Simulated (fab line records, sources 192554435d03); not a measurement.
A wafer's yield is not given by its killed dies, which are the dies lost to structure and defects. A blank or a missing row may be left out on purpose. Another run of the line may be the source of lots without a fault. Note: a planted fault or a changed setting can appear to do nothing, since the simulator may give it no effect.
Matching of chambers + flow n5 finfet + N5_BEOL_M13_ILD_DEP_00 on pecvd-03 has 3 sister chambers
The step deposits SiOC from DEMS/O2, target thk 837.92 nm, time 166.4 s. 3 wafers are shown with their chamber, then 12 later ones without.

== EACH WAFER AND ITS CHAMBER ==
| wafer  | chamber | heater power w (W) |
|--------|---------|--------------------|
| L083.3 | 0       | 500                |
| L085.4 | 1       | 433                |
| L085.5 | 2       | 621                |

== WAFERS WITH NO CHAMBER GIVEN ==
| wafer  | heater power w (W) |
|--------|--------------------|
| L090.2 | 503                |
| L090.5 | 553                |
| L090.6 | 604                |
| L088.3 | 576                |
| L088.4 | 577                |
| L088.5 | 381                |
| L094.3 | 452                |
| L094.4 | 460                |
| L094.6 | 594                |
| L097.1 | 584                |
| L097.4 | 381                |
| L097.6 | 483                |

== EACH ONE'S CHAMBER ==
| wafer  | from the rows above          | in truth |
|--------|------------------------------|----------|
| L090.2 | can't be placed: 0 or 1      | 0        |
| L090.5 | can't be placed: 0 or 2 or 1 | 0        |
| L090.6 | 2                            | 2        |
| L088.3 | can't be placed: 2 or 0      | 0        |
| L088.4 | can't be placed: 2 or 0      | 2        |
| L088.5 | can't be placed: 1 or 0      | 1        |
| L094.3 | can't be placed: 1 or 0      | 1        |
| L094.4 | can't be placed: 1 or 0      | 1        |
| L094.6 | can't be placed: 2 or 0      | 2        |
| L097.1 | can't be placed: 2 or 0      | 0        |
| L097.4 | can't be placed: 1 or 0      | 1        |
| L097.6 | can't be placed: 0 or 1      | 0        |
Correct placement for 1 of the 12. These rows do not allow placing 11 (true chamber among the candidates in 11). Number placed wrongly: 0.
How it was worked out, from the rows above alone: a wafer's distance from a chamber is the root of the sum, over the readings, of the square of ((its reading less the chamber's mean) divided by the reading's scatter). The wafer belongs to the nearest chamber; if the next one is less than 2 further off, it can't be placed. The mean given for a chamber averages the wafers shown for that chamber. The scatter: with one shown wafer a chamber, the root of the mean of the squares of how far each hidden wafer lies from its nearest shown one.
